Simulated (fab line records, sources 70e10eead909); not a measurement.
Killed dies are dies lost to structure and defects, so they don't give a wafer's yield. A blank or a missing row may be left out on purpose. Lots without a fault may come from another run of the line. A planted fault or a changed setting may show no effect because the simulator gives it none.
A struck lot beside a sound one | flow nand_harc | 20 steps out of a route of 1159
Sound: wafers L171.1, L171.3, L171.4. Struck: wafers L175.1, L175.2, L175.5. The cause comes at the end.
At each step with rows: each side's tool, then ch and its chambers, then its first start. Under that, the readings that differ: sound wafers | struck wafers | difference of the means | sigmas: that difference in standard deviations of wafers without a fault.
alike: readings whose means differ by less than 2 such deviations, and words and numbers that are the same on both sides. not compared: withheld readings, readings that some wafer has no value for, bounds like >300 that may hide the same value, and numbers for which the record gives no deviation and whose values overlap.
The two part at a step that has a row with sigmas, a row that says differs or no value, or rows on one side only. Numbers that don't overlap but have no deviation are shown without sigmas and don't part them. A reading that every wafer of one side lacks parts them only if that side has two wafers or more.

NHARC_P_GATE_ALD_36: deposits SiNx, target thk 20 nm, pulse time 60 s, ald cycles 223.
  sound on ald_sin-02 ch 0,2,3, day 6 09:12; struck on ald_sin-03 ch 0,1, day 7 13:17
  alike: heater_power_w, precursor_pulse_height_rel
NHARC_P_GATE_ETCHBACK_37: etches the open film in CHF3/O2, target depth 34.5 nm, time 17.2 s.
  sound on rie_diel-04 ch 1,2,3; struck on rie_diel-04 ch 1,3
  alike: drypump_motor_current_A, oes_product_au, rf_vpp_V, showerhead_plenum_p_Torr, throttle_valve_pct
  not compared: rf_hours_counter_h
NHARC_P_GATE_STRIP_101: strips in O2, time 20 s.
  sound on rie_diel-04 ch 1,2,3, day 6 20:48; struck on rie_diel-04 ch 1,2,3, day 7 22:58
  alike: drypump_motor_current_A, oes_product_au, rf_vpp_V, showerhead_plenum_p_Torr, throttle_valve_pct
  not compared: rf_hours_counter_h
then, 9 steps without rows for these wafers: NHARC_P_GATE_PRECLEAN_97 (cleans in SPM, time 600 s); NHARC_P_GATE_SRD_98; NHARC_P_GATE_PRECLEAN_99 (cleans in SC1); NHARC_P_GATE_SRD_100; NHARC_P_GATE_DEHYDRATE_38 (time 120 s); NHARC_P_GATE_HMDS_39 (time 30 s); NHARC_P_GATE_COAT_40; NHARC_P_GATE_SOFTBAKE_41 (time 95 s); NHARC_P_GATE_EBR_42.
NHARC_P_GATE_EXPOSE_43: exposes mask P NSD, target cd 720 nm.
  sound on krf_scanner-01 ch 0, day 6 21:34; struck on krf_scanner-04 ch 0, day 7 23:35
  reading | sound                   | struck                           | difference | sigmas
  mask    | P_NSD#0 P_NSD#0 P_NSD#0 | P_NSD_R1#0 P_NSD_R1#0 P_NSD_R1#0 | differs    |
then, 2 steps without rows for these wafers: NHARC_P_GATE_PEB_44 (peb time 85 s); NHARC_P_GATE_DEVELOP_45 (time 70 s).
NHARC_P_GATE_CD_MEAS_46: target cd 720 nm.
  sound on cd_sem-02 ch 0, day 6 21:43; struck on cd_sem-03 ch 0, day 7 23:45
  reading    | sound             | struck            | difference | sigmas
  cd_nm (nm) | 719.7 722.9 719.0 | 698.8 696.9 696.7 | -23.1      | -10
then, 1 step without rows for these wafers: NHARC_P_GATE_HARDBAKE_47 (time 80 s).
NHARC_P_GATE_DESCUM_48: chemistry O2, time 3 s.
  sound on rie_diel-04 ch 0,2,3, day 6 21:53; struck on rie_diel-01 ch 0,1,2, day 7 23:56
  reading                 | sound           | struck            | difference | sigmas
  model.P_GATE.cd_nm (nm) | 719.2 723.1 719 | 698.9 696.4 696.3 | -23.2      |
  alike: drypump_motor_current_A, oes_product_au, rf_vpp_V, showerhead_plenum_p_Torr, throttle_valve_pct
  not compared: rf_hours_counter_h
then, 1 step without rows for these wafers: NHARC_P_GATE_IMPLANT_49.
-- the record jumps here: 14 days lie between the struck wafers' starts before and after (it left off in module P_GATE and takes up again in module END, whose first step shown is number 1159 of the route) --
NHARC_END_SORT_01:
  sound on prober-01 ch 0, day 21 01:35; struck on prober-01 ch 0, day 21 17:22
  alike: killed_at_array, killed_at_other, killed_at_periphery, killed_dies, killed_open, killed_short

WHERE THEY PART
First at NHARC_P_GATE_EXPOSE_43; last, within this record, at NHARC_P_GATE_CD_MEAS_46. Later steps at which nothing parts them and some readings are alike: NHARC_P_GATE_DESCUM_48, NHARC_END_SORT_01.

WHY: what the simulator had put in
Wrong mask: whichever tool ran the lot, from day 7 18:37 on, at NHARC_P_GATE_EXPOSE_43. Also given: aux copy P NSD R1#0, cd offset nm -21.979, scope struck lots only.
